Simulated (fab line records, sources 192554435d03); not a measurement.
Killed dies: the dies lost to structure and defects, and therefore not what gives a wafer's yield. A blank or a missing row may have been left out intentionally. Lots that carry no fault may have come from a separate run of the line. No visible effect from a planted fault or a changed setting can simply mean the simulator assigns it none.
fab line records	flow n5_finfet
record lots=7	wafers=21
route steps=1938 shown MOL_CONTACT_COAG@586 BEOL_M0_SAQP@663 BEOL_M1@755 BEOL_M3@960 BEOL_M4@1050 BEOL_M5@1140
start_h: hours from the record's opening day to when the first of the lot's shown wafers began	wait_h: hours from the lot's prior step to this one	" same as the row above	L1.1+2: a row that stands for several wafers	- no value present, or no start provided	* or withheld: withheld	< > ~ a bound
route shown NAME@n: names a module that has steps shown in the file, with the first one's number in the route	usual: mean and standard deviation over wafers with no fault	same: alike in all rows	chamber/n: place in a boat	sites: each site's reading	_std_site: how widely they spread, as a standard deviation	_edge_site: outer sites' mean less inner sites'	radius_mm: for every site, how far away it sits from the centre of the wafer	mask NAME#n: copy n	behind: the most recent tool/chamber to have shaped the wafer	hold: why the lot was held/for how many hours/how that ended	device: whichever transistor did not switch (one of n, p or np)	end of line: the same wafers' tests at the end of the route	for a step that has no rows: nothing shown but its recipe	killed: the dies lost at the first sort to structure and to defects; this is not the yield of the wafer	map: a wafer's dies, x killed, . not, _ none there
set.NAME: the run value of the setting; set.NAME@STEP: its run value at that earlier step	model.NAME: the simulator's own value behind a step, which no gauge read
lots run with intentionally changed settings; tables by step, rows by wafer
## steps
# step N5_MOL_CONTACT_COAG_VIA_ETCH_46
# recipe chemistry=C4F6/O2	target_depth_a=460	overetch_a=92	mask_material=SOC	target=SiO2	bias_w=455	pressure_mtorr=10	time_s=40	source_w=325	Ar_flow_sccm=300	C4F6_flow_sccm=10	O2_flow_sccm=10	ion_energy_ev=575.3	ends=end_point
# usual rf_vpp_V=1574/31
lot.wafer	tool	chamber	start_h	wait_h	set.bias_w	rf_vpp_V
L078.1	rie_diel-06	0	132.96	0.0	455	1541
L078.2	"	2	"	"	405.1	1413
L078.6	"	2	"	"	455	1545
L080.1	rie_diel-06	2	137.43	0.0	455	1542
L080.2	"	1	"	"	455	1571
L080.6	"	2	"	"	514.1	1691
L092.1	rie_diel-05	1	212.91	0.0	399.5	1470
L092.3	"	3	"	"	455	1565
L092.4	"	2	"	"	455	1615
L093.2	rie_diel-05	3	217.38	0.0	455	1563
L093.5	"	1	"	"	455	1619
L093.6	"	2	"	"	385.8	1427
L094.3	rie_diel-02	2	223.84	0.0	488.9	1637
L094.4	"	0	"	"	488.9	1658
L094.5	"	1	"	"	488.9	1655
L096.1	rie_diel-06	0	230.50	0.0	455	1539
L096.5	"	1	"	"	455	1571
L096.6	"	2	"	"	455	1542
L097.2	rie_diel-05	2	234.22	0.0	455	1616
L097.4	"	3	"	"	379.4	1364
L097.5	"	3	"	"	379.4	1364
# step N5_BEOL_M0_SAQP_SPACER1_ALD_98
# recipe material=SiO2	target_thk_a=128	temp_c=300	ald_precursor_family=BDEAS	ald_co_reactant=O2-plasma	pulse_time_s=1	purge_time_s=2	co_reactant_purge_time_s=2	ald_cycles=138	pressure_torr=2
lot.wafer	tool	chamber	start_h	wait_h	set.temp_c	model.SiO2_of_BEOL_M0_SAQP_SPACER1_ALD_98.thk_nm
L078.1+2+6	ald_sin-03	0,1,1	141.46	0.3	300	12.8
L080.1+6	ald_sin-04	1,3	148.90	0.3	300	12.8
L080.2	"	3	"	"	309.3	12.6
L092.1+4	ald_sin-03	1,0	221.36	0.3	296.1	13
L092.3	"	3	"	"	300	12.8
L093.2	ald_sin-01	3	225.63	0.3	300	12.8
L093.5+6	"	0,3	"	"	307.9	12.6
L094.3+4+5	ald_sin-03	2,1,2	232.23	0.2	300	12.8
L096.1+5+6	ald_sin-03	1,2,1	238.67	0.3	300	12.8
L097.2+4	ald_sin-04	3,1	244.09	0.3	290	13.2
L097.5	"	1	"	"	300	12.8
# step N5_BEOL_M0_SAQP_ETCH_107
# recipe chemistry=CH3F/O2	target=SiNx	target_depth_a=300	mask_material=SOC	pressure_mtorr=30	source_w=395	bias_w=73	Ar_flow_sccm=150	CH3F_flow_sccm=30	O2_flow_sccm=20	ion_energy_ev=120
# usual rf_vpp_V=296/4.6
lot.wafer	tool	chamber	start_h	wait_h	set.source_w	rf_vpp_V
L078.1	rie_diel-01	0	142.89	0.0	395	288
L078.2	"	3	"	"	464.5	277
L078.6	"	3	"	"	395	295
L080.1	rie_diel-04	1	150.57	0.0	395	301
L080.2	"	2	"	"	347.6	314
L080.6	"	2	"	"	347.6	314
L092.1	rie_diel-03	3	222.82	0.0	395	297
L092.3	"	0	"	"	456	279
L092.4	"	2	"	"	456	269
L093.2	rie_diel-03	0	227.16	0.0	395	297
L093.5	"	0	"	"	395	297
L093.6	"	3	"	"	447.8	280
L094.3	rie_diel-04	1	233.70	0.0	346.2	321
L094.4	"	0	"	"	395	298
L094.5	"	1	"	"	346.2	322
L096.1	rie_diel-04	1	240.65	0.0	395	302
L096.5	"	3	"	"	395	301
L096.6	"	2	"	"	395	297
L097.2	rie_diel-04	0	245.79	0.0	395	300
L097.4	"	2	"	"	395	295
L097.5	"	1	"	"	395	302
# step N5_BEOL_M1_COAT_61
# recipe resist=SOC	temp_c=250	time_s=60	spin_rpm=1500	resist_thk_nm=60
lot.wafer	tool	chamber	start_h	wait_h	set.spin_rpm	model.SOC_of_BEOL_M1_COAT_61.thk_nm
L078.1	litho_track-04	0	153.21	0.1	1500	60
L078.2+6	"	0	"	"	1500	59.8
L080.1+6	litho_track-03	0	161.35	0.1	1500	60.2
L080.2	"	0	"	"	1649	57.4
L092.1+4	litho_track-03	0	232.74	0.1	1343	63.2
L092.3	"	0	"	"	1500	59.8
L093.2	litho_track-03	0	237.18	0.1	1500	59.6
L093.5	"	0	"	"	1500	60
L093.6	"	0	"	"	1500	59.8
L094.3	litho_track-03	0	242.53	0.1	1500	59.8
L094.4	"	0	"	"	1367	62.8
L094.5	"	0	"	"	1367	62.6
L096.1	litho_track-03	0	253.59	0.1	1500	60
L096.5+6	"	0	"	"	1500	59.8
L097.2+5	litho_track-04	0	256.80	0.1	1500	60.2
L097.4	"	0	"	"	1425	61.6
# step N5_BEOL_M1_COAT_62
# recipe resist=SiARC	temp_c=220	time_s=60	spin_rpm=1500	resist_thk_nm=12
# step N5_BEOL_M1_COAT_73
# recipe resist=underlayer	temp_c=205	time_s=60	spin_rpm=1500	resist_thk_nm=5
# step N5_BEOL_M1_ETCH_74
# recipe chemistry=N2/H2	target=underlayer	target_depth_a=65	mask_material=CAR-EUV	time_s=5.2	ion_energy_ev=200	pressure_mtorr=30	source_w=840	bias_w=150	n2_flow_sccm=200	h2_flow_sccm=200	ends=cleared
# step N5_BEOL_M1_ETCH_63
# recipe chemistry=CF4	target=SiARC	target_depth_a=156	mask_material=CAR-EUV	time_s=26	ion_energy_ev=80	pressure_mtorr=40	source_w=545	bias_w=36	Ar_flow_sccm=100	cf4_flow_sccm=100	ends=cleared
# step N5_BEOL_M1_ETCH_64
# recipe chemistry=N2/H2	target=SOC	target_depth_a=750	overetch_a=150	mask_material=SiARC	temp_c=40	time_s=112.5	ion_energy_ev=200	pressure_mtorr=30	source_w=840	bias_w=150	n2_flow_sccm=200	h2_flow_sccm=200
lot.wafer	tool	chamber	start_h	wait_h	set.spin_rpm@BEOL_M1_COAT_61	model.etch.depth_nm
L078.1	rie_diel-04	1	153.72	0.0	1500	60.1
L078.2	"	0	"	"	1500	59.85
L078.6	"	2	"	"	1500	59.89
L080.1	rie_diel-04	0	161.94	0.0	1500	60.12
L080.2	"	3	"	"	1649	57.35
L080.6	"	2	"	"	1500	60.18
L092.1	rie_diel-03	0	233.67	0.0	1343	63.27
L092.3	"	1	"	"	1500	59.82
L092.4	"	3	"	"	1343	63.16
L093.2	rie_diel-03	0	237.77	0.0	1500	59.69
L093.5	"	1	"	"	1500	59.98
L093.6	"	2	"	"	1500	59.83
L094.3	rie_diel-01	2	243.00	0.0	1500	59.76
L094.4	"	0	"	"	1367	62.72
L094.5	"	3	"	"	1367	62.64
L096.1	rie_diel-01	3	254.13	0.0	1500	59.9
L096.5	"	1	"	"	1500	59.86
L096.6	"	0	"	"	1500	59.81
L097.2	rie_diel-04	2	257.43	0.0	1500	60.12
L097.4	"	3	"	"	1425	61.56
L097.5	"	2	"	"	1500	60.15
# step N5_BEOL_M3_COAT_22
# recipe resist=CAR-EUV	spin_rpm=1500	resist_thk_nm=30
lot.wafer	tool	chamber	start_h	wait_h	set.spin_rpm	model.CAR-EUV_of_BEOL_M3_COAT_22.thk_nm
L078.1+6	litho_track-05	0	-	-	1500	30
L078.2	"	0	"	"	1500	30.2
L080.1+2+6	litho_track-02	0	-	-	1500	30
L092.1	litho_track-05	0	-	-	1500	30
L092.3	"	0	"	"	1394	31.2
L092.4	"	0	"	"	1394	31
L093.2+5+6	litho_track-03	0	-	-	1500	29.8
L094.3+4+5	litho_track-02	0	-	-	1500	30
L096.1+6	litho_track-05	0	-	-	1500	29.8
L096.5	"	0	"	"	1500	30
L097.2	litho_track-05	0	-	-	1412	30.8
L097.4	"	0	"	"	1500	30
L097.5	"	0	"	"	1412	31
# step N5_BEOL_M3_EXPOSE_25
# recipe mask_id=V2	na=0.33	source_shape=quasar	sigma_inner=0.2	sigma_outer=0.8	polarization=unpolarized	defocus_nm=5	dose_mj=63
lot.wafer	tool	chamber	start_h	wait_h	mask	set.dose_mj
L078.1+2+6	euv_scanner-01	0	176.83	-	V2#0	63
L080.1+2	euv_scanner-01	0	180.84	-	V2#0	65.39
L080.6	"	0	"	"	V2#0	63
L092.1+4	euv_scanner-01	0	258.12	-	V2#0	59.45
L092.3	"	0	"	"	V2#0	63
L093.2	euv_scanner-01	0	262.35	-	V2#0	60.7
L093.5+6	"	0	"	"	V2#0	63
L094.3+4	euv_scanner-01	0	264.84	-	V2#0	63
L094.5	"	0	"	"	V2#0	58.35
L096.1+5+6	euv_scanner-01	0	279.19	-	V2#0	63
L097.2+4+5	euv_scanner-01	0	280.83	-	V2#0	63
# step N5_BEOL_M3_PEB_26
# recipe peb_temp_c=100	peb_time_s=60	resist=CAR-EUV
# step N5_BEOL_M3_DEVELOP_27
# recipe develop_time_s=30	developer=TMAH	resist=CAR-EUV	rinse_liquid=surfactant_rinse	dry=air_spin	dev_temp_c=23
# step N5_BEOL_M3_CD_MEAS_28
# recipe target_cd_nm=25.7	landing_energy_ev=500	detector=se_inlens	target_cd_y_nm=23.3	polarity=opening
# usual cd_nm=25.68/0.24
lot.wafer	tool	chamber	start_h	wait_h	set.dose_mj@BEOL_M3_EXPOSE_25	cd_nm
L078.1	cd_sem-01	0	176.97	-	63	25.69
L078.2	"	0	"	"	63	25.83
L078.6	"	0	"	"	63	25.55
L080.1	cd_sem-01	0	180.99	-	65.39	25.99
L080.2	"	0	"	"	65.39	26.38
L080.6	"	0	"	"	63	25.65
L092.1	cd_sem-02	0	258.27	-	59.45	24.95
L092.3	"	0	"	"	63	25.81
L092.4	"	0	"	"	59.45	24.51
L093.2	cd_sem-03	0	262.49	-	60.7	24.94
L093.5	"	0	"	"	63	25.82
L093.6	"	0	"	"	63	25.85
L094.3	cd_sem-02	0	264.97	-	63	26.08
L094.4	"	0	"	"	63	25.40
L094.5	"	0	"	"	58.35	24.53
L096.1	cd_sem-03	0	279.34	-	63	25.60
L096.5	"	0	"	"	63	25.35
L096.6	"	0	"	"	63	25.55
L097.2	cd_sem-02	0	280.97	-	63	25.63
L097.4	"	0	"	"	63	25.58
L097.5	"	0	"	"	63	25.65
# step N5_BEOL_M3_DESCUM_33
# recipe chemistry=O2	time_s=7	source_power_w=50	bias_power_w=20	pressure_mtorr=20	rf_frequency_hz=2.712e+07	temp_c=40	resist=CAR-EUV	o2_flow_sccm=225
lot.wafer	tool	chamber	start_h	wait_h	set.spin_rpm@BEOL_M3_COAT_22	model.CAR-EUV_of_BEOL_M3_COAT_22.thk_nm
L078.1	rie_diel-04	3	177.10	0.0	1500	26
L078.2+6	"	2,0	"	"	1500	26.2
L080.1+2+6	rie_diel-04	2,0,1	181.11	0.0	1500	26.2
L092.1	rie_diel-03	2	258.39	0.0	1500	26
L092.3+4	"	1,3	"	"	1394	27.2
L093.2	rie_diel-04	0	262.62	0.0	1500	25.8
L093.5+6	"	3,2	"	"	1500	26
L094.3	rie_diel-03	1	265.09	0.0	1500	26.2
L094.4+5	"	0,3	"	"	1500	26
L096.1+5+6	rie_diel-03	0,1,0	279.47	0.0	1500	26
L097.2	rie_diel-01	0	281.09	0.0	1412	26.8
L097.4	"	2	"	"	1500	26
L097.5	"	1	"	"	1412	27
# step N5_BEOL_M4_COAT_22
# recipe resist=CAR-EUV	spin_rpm=1500	resist_thk_nm=30
lot.wafer	tool	chamber	start_h	wait_h	set.spin_rpm	model.CAR-EUV_of_BEOL_M4_COAT_22.thk_nm
L078.1+2+6	litho_track-01	0	-	-	1500	30
L080.1	litho_track-01	0	-	-	1500	29.8
L080.2	"	0	"	"	1500	30
L080.6	"	0	"	"	1555	29.2
L092.1+3	litho_track-04	0	-	-	1500	29.8
L092.4	"	0	"	"	1500	30
L093.2	litho_track-04	0	-	-	1500	30
L093.5	"	0	"	"	1500	30.2
L093.6	"	0	"	"	1378	31.4
L094.3+4+5	litho_track-03	0	-	-	1500	30
L096.1+5+6	litho_track-01	0	-	-	1500	30
L097.2+5	litho_track-03	0	-	-	1403	31
L097.4	"	0	"	"	1500	30
# step N5_BEOL_M4_EBR_24
# recipe solvent=PGMEA	ebr_width_mm=1.5
# step N5_BEOL_M4_SOFTBAKE_23
# recipe temp_c=110	time_s=60	resist=CAR-EUV
# step N5_BEOL_M4_EXPOSE_25
# recipe mask_id=V3	na=0.33	source_shape=quasar	sigma_inner=0.2	sigma_outer=0.8	polarization=unpolarized	defocus_nm=5	dose_mj=63
# step N5_BEOL_M4_PEB_26
# recipe peb_temp_c=100	peb_time_s=60	resist=CAR-EUV
# step N5_BEOL_M4_DEVELOP_27
# recipe develop_time_s=30	developer=TMAH	resist=CAR-EUV	rinse_liquid=surfactant_rinse	dry=air_spin	dev_temp_c=23
lot.wafer	tool	chamber	start_h	wait_h	set.spin_rpm@BEOL_M4_COAT_22	model.CAR-EUV_of_BEOL_M4_COAT_22.thk_nm
L078.1+2+6	litho_track-04	0	-	-	1500	29.6
L080.1+2	litho_track-03	0	-	-	1500	29.4
L080.6	"	0	"	"	1555	28.8
L092.1+3+4	litho_track-04	0	-	-	1500	29.4
L093.2	litho_track-03	0	-	-	1500	29.4
L093.5	"	0	"	"	1500	29.6
L093.6	"	0	"	"	1378	31
L094.3+5	litho_track-04	0	-	-	1500	29.6
L094.4	"	0	"	"	1500	29.4
L096.1+5	litho_track-04	0	-	-	1500	29.6
L096.6	"	0	"	"	1500	29.4
L097.2	litho_track-04	0	-	-	1403	30.4
L097.4	"	0	"	"	1500	29.4
L097.5	"	0	"	"	1403	30.6
# step N5_BEOL_M4_DESCUM_33
# recipe chemistry=O2	time_s=7	source_power_w=50	bias_power_w=20	pressure_mtorr=20	rf_frequency_hz=2.712e+07	temp_c=40	resist=CAR-EUV	o2_flow_sccm=225
lot.wafer	tool	chamber	start_h	wait_h	set.time_s	set.spin_rpm@BEOL_M4_COAT_22	model.CAR-EUV_of_BEOL_M4_COAT_22.thk_nm
L078.1+6	rie_diel-06	2,1	186.75	0.0	7.651	1500	25.8
L078.2	"	0	"	"	7	1500	26
L080.1	rie_diel-05	3	189.46	0.0	7	1500	25.8
L080.2	"	0	"	"	7	1500	26
L080.6	"	3	"	"	7	1555	25.4
L092.1+4	rie_diel-05	3,0	265.91	0.0	7	1500	26
L092.3	"	1	"	"	7	1500	25.8
L093.2	rie_diel-05	0	271.20	0.0	7	1500	26
L093.5	"	1	"	"	8.477	1500	25.4
L093.6	"	2	"	"	7	1378	27.4
L094.3+5	rie_diel-06	0,2	277.55	0.0	7	1500	26
L094.4	"	1	"	"	8.029	1500	25.4
L096.1+5+6	rie_diel-02	3,0,1	289.74	0.0	7	1500	26
L097.2	rie_diel-02	3	289.85	0.1	7.446	1403	26.8
L097.4	"	0	"	"	7	1500	26
L097.5	"	2	"	"	7	1403	27
# step N5_BEOL_M4_ETCH_77
# recipe chemistry=N2/H2	target=underlayer	target_depth_a=65	mask_material=CAR-EUV	time_s=5.2	ion_energy_ev=200	pressure_mtorr=30	source_w=840	bias_w=150	n2_flow_sccm=200	h2_flow_sccm=200	ends=cleared
lot.wafer	tool	chamber	start_h	wait_h	set.spin_rpm@BEOL_M4_COAT_22	set.time_s@BEOL_M4_DESCUM_33	model.CAR-EUV_of_BEOL_M4_COAT_22.thk_nm
L078.1+6	rie_diel-06	2,1	186.78	0.0	1500	7.651	20
L078.2	"	0	"	"	1500	7	20.2
L080.1+2	rie_diel-05	3,0	189.50	0.0	1500	7	20.2
L080.6	"	3	"	"	1555	7	19.6
L092.1+3+4	rie_diel-05	3,1,0	265.95	0.0	1500	7	20.2
L093.2	rie_diel-05	0	271.24	0.0	1500	7	20.2
L093.5	"	1	"	"	1500	8.477	19.8
L093.6	"	2	"	"	1378	7	21.8
L094.3+5	rie_diel-06	0,2	277.59	0.0	1500	7	20.2
L094.4	"	1	"	"	1500	8.029	19.6
L096.1+5+6	rie_diel-02	3,0,1	289.77	0.0	1500	7	20.2
L097.2	rie_diel-02	3	289.88	0.0	1403	7.446	21
L097.4	"	0	"	"	1500	7	20.2
L097.5	"	2	"	"	1403	7	21.2
# step N5_BEOL_M4_ETCH_69
# recipe chemistry=CF4	target=SiARC	target_depth_a=156	mask_material=CAR-EUV	time_s=26	ion_energy_ev=80	pressure_mtorr=40	source_w=545	bias_w=36	Ar_flow_sccm=100	cf4_flow_sccm=100	ends=cleared
lot.wafer	tool	chamber	start_h	wait_h	set.cf4_flow_sccm	set.spin_rpm@BEOL_M4_COAT_22	set.time_s@BEOL_M4_DESCUM_33	model.CAR-EUV_of_BEOL_M4_COAT_22.thk_nm
L078.1+6	rie_diel-06	2,1	186.80	0.0	100	1500	7.651	10.8
L078.2	"	0	"	"	100	1500	7	11.2
L080.1	rie_diel-05	3	189.51	0.0	120.2	1500	7	11
L080.2	"	0	"	"	100	1500	7	11
L080.6	"	3	"	"	120.2	1555	7	10.4
L092.1+3	rie_diel-05	3,1	265.96	0.0	100	1500	7	11
L092.4	"	0	"	"	112.1	1500	7	11
L093.2	rie_diel-05	0	271.25	0.0	122.4	1500	7	11
L093.5	"	1	"	"	122.4	1500	8.477	10.6
L093.6	"	2	"	"	100	1378	7	12.6
L094.3+5	rie_diel-06	0,2	277.60	0.0	100	1500	7	11
L094.4	"	1	"	"	100	1500	8.029	10.4
L096.1+5+6	rie_diel-02	3,0,1	289.79	0.0	100	1500	7	11
L097.2	rie_diel-02	3	289.90	0.0	89.24	1403	7.446	11.6
L097.4	"	0	"	"	89.24	1500	7	11
L097.5	"	2	"	"	100	1403	7	12
# step N5_BEOL_M4_ALD_98
# recipe material=SiO2	target_thk_a=25	temp_c=100	ald_precursor_family=BDEAS	ald_co_reactant=O2-plasma	pulse_time_s=1	co_reactant_pulse_time_s=1	purge_time_s=2	co_reactant_purge_time_s=2	ald_cycles=17	pressure_torr=2
# step N5_BEOL_M4_ETCHBACK_99
# recipe chemistry=CHF3	target=SiO2	target_depth_a=50	time_s=10.4	source_w=215	bias_w=47	Ar_flow_sccm=200	CHF3_flow_sccm=12	ion_energy_ev=100	pressure_mtorr=30
lot.wafer	tool	chamber	start_h	wait_h	set.spin_rpm@BEOL_M4_COAT_22	set.time_s@BEOL_M4_DESCUM_33	model.CAR-EUV_of_BEOL_M4_COAT_22.thk_nm
L078.1	rie_diel-05	1	187.42	0.2	1500	7.651	10.2
L078.2	"	0	"	"	1500	7	10.4
L078.6	"	0	"	"	1500	7.651	10
L080.1	rie_diel-02	1	191.66	1.8	1500	7	10.2
L080.2	"	2	"	"	1500	7	10.4
L080.6	"	3	"	"	1555	7	9.6
L092.1+3+4	rie_diel-02	2,0,3	272.57	6.3	1500	7	10.2
L093.2	rie_diel-02	2	275.50	4.1	1500	7	10.4
L093.5	"	3	"	"	1500	8.477	9.8
L093.6	"	0	"	"	1378	7	11.8
L094.3	rie_diel-05	1	278.93	0.8	1500	7	10.4
L094.4	"	3	"	"	1500	8.029	9.8
L094.5	"	3	"	"	1500	7	10.2
L096.1+6	rie_diel-02	3,1	295.34	5.4	1500	7	10.2
L096.5	"	2	"	"	1500	7	10.4
L097.2	rie_diel-02	2	299.31	9.3	1403	7.446	11
L097.4	"	3	"	"	1500	7	10.2
L097.5	"	0	"	"	1403	7	11.4
# step N5_BEOL_M5_COAT_66
# recipe resist=SiARC	temp_c=220	time_s=60	spin_rpm=1500	resist_thk_nm=12
lot.wafer	tool	chamber	start_h	wait_h	set.spin_rpm	model.SiARC_of_BEOL_M5_COAT_66.thk_nm
L078.1+6	litho_track-02	0	-	-	1550	11.8
L078.2	"	0	"	"	1500	12
L080.1	litho_track-02	0	-	-	1500	12
L080.2+6	"	0	"	"	1392	12.4
L092.1+3+4	litho_track-01	0	-	-	1500	12
L093.2	litho_track-05	0	-	-	1500	12
L093.5+6	"	0	"	"	1599	11.6
L094.3	litho_track-01	0	-	-	1500	12
L094.4	"	0	"	"	1579	11.8
L094.5	"	0	"	"	1579	11.6
L096.1+5+6	litho_track-01	0	-	-	1500	12
L097.2+5	litho_track-02	0	-	-	1359	12.6
L097.4	"	0	"	"	1500	12
## key
split step=N5_MOL_CONTACT_COAG_VIA_ETCH_46	setting=bias_w	stated=455	by=wafer
response step=N5_MOL_CONTACT_COAG_VIA_ETCH_46	reading=rf_vpp_V	change=+12	per=1%	r=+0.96
split step=N5_BEOL_M0_SAQP_SPACER1_ALD_98	setting=temp_c	stated=300	by=wafer
response step=N5_BEOL_M0_SAQP_SPACER1_ALD_98	reading=model.SiO2_of_BEOL_M0_SAQP_SPACER1_ALD_98.thk_nm	change=-0.0934	per=1%	r=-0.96
split step=N5_BEOL_M0_SAQP_ETCH_107	setting=source_w	stated=395	by=wafer
response step=N5_BEOL_M0_SAQP_ETCH_107	reading=rf_vpp_V	change=-1.25	per=1%	r=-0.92
split step=N5_BEOL_M1_COAT_61	setting=spin_rpm	stated=1500	by=wafer
response step=N5_BEOL_M1_COAT_61	reading=model.SOC_of_BEOL_M1_COAT_61.thk_nm	change=-0.308	per=1%	r=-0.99
response step=N5_BEOL_M1_ETCH_64	reading=model.etch.depth_nm	change=-0.309	per=1%	r=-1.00
split step=N5_BEOL_M3_COAT_22	setting=spin_rpm	stated=1500	by=wafer
response step=N5_BEOL_M3_COAT_22	reading=model.CAR-EUV_of_BEOL_M3_COAT_22.thk_nm	change=-0.155	per=1%	r=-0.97
response step=N5_BEOL_M3_DESCUM_33	reading=model.CAR-EUV_of_BEOL_M3_COAT_22.thk_nm	change=-0.163	per=1%	r=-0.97
split step=N5_BEOL_M3_EXPOSE_25	setting=dose_mj	stated=63	by=wafer
response step=N5_BEOL_M3_CD_MEAS_28	reading=cd_nm	change=+0.178	per=1%	r=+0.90
split step=N5_BEOL_M4_COAT_22	setting=spin_rpm	stated=1500	by=wafer
response step=N5_BEOL_M4_COAT_22	reading=model.CAR-EUV_of_BEOL_M4_COAT_22.thk_nm	change=-0.161	per=1%	r=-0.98
response step=N5_BEOL_M4_DEVELOP_27	reading=model.CAR-EUV_of_BEOL_M4_COAT_22.thk_nm	change=-0.177	per=1%	r=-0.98
response step=N5_BEOL_M4_ETCH_77	reading=model.CAR-EUV_of_BEOL_M4_COAT_22.thk_nm	change=-0.187	per=1%	r=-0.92
response step=N5_BEOL_M4_DESCUM_33	reading=model.CAR-EUV_of_BEOL_M4_COAT_22.thk_nm	slope=-0.159	per=1%	together_with=time_s@BEOL_M4_DESCUM_33	explained=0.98
response step=N5_BEOL_M4_ETCH_69	reading=model.CAR-EUV_of_BEOL_M4_COAT_22.thk_nm	slope=-0.163	per=1%	together_with=time_s@BEOL_M4_DESCUM_33	explained=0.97
response step=N5_BEOL_M4_ETCHBACK_99	reading=model.CAR-EUV_of_BEOL_M4_COAT_22.thk_nm	slope=-0.171	per=1%	together_with=time_s@BEOL_M4_DESCUM_33	explained=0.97
split step=N5_BEOL_M4_DESCUM_33	setting=time_s	stated=7	by=wafer
response step=N5_BEOL_M4_DESCUM_33	reading=model.CAR-EUV_of_BEOL_M4_COAT_22.thk_nm	slope=-0.0327	per=1%	together_with=spin_rpm@BEOL_M4_COAT_22	explained=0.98
response step=N5_BEOL_M4_ETCH_77	reading=model.CAR-EUV_of_BEOL_M4_COAT_22.thk_nm	slope=-0.0291	per=1%	together_with=spin_rpm@BEOL_M4_COAT_22	explained=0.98
response step=N5_BEOL_M4_ETCH_69	reading=model.CAR-EUV_of_BEOL_M4_COAT_22.thk_nm	slope=-0.0337	per=1%	together_with=spin_rpm@BEOL_M4_COAT_22	explained=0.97
response step=N5_BEOL_M4_ETCHBACK_99	reading=model.CAR-EUV_of_BEOL_M4_COAT_22.thk_nm	slope=-0.0319	per=1%	together_with=spin_rpm@BEOL_M4_COAT_22	explained=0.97
split step=N5_BEOL_M4_ETCH_69	setting=cf4_flow_sccm	stated=100	by=wafer
response none clear
split step=N5_BEOL_M5_COAT_66	setting=spin_rpm	stated=1500	by=wafer
response step=N5_BEOL_M5_COAT_66	reading=model.SiARC_of_BEOL_M5_COAT_66.thk_nm	change=-0.0602	per=1%	r=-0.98
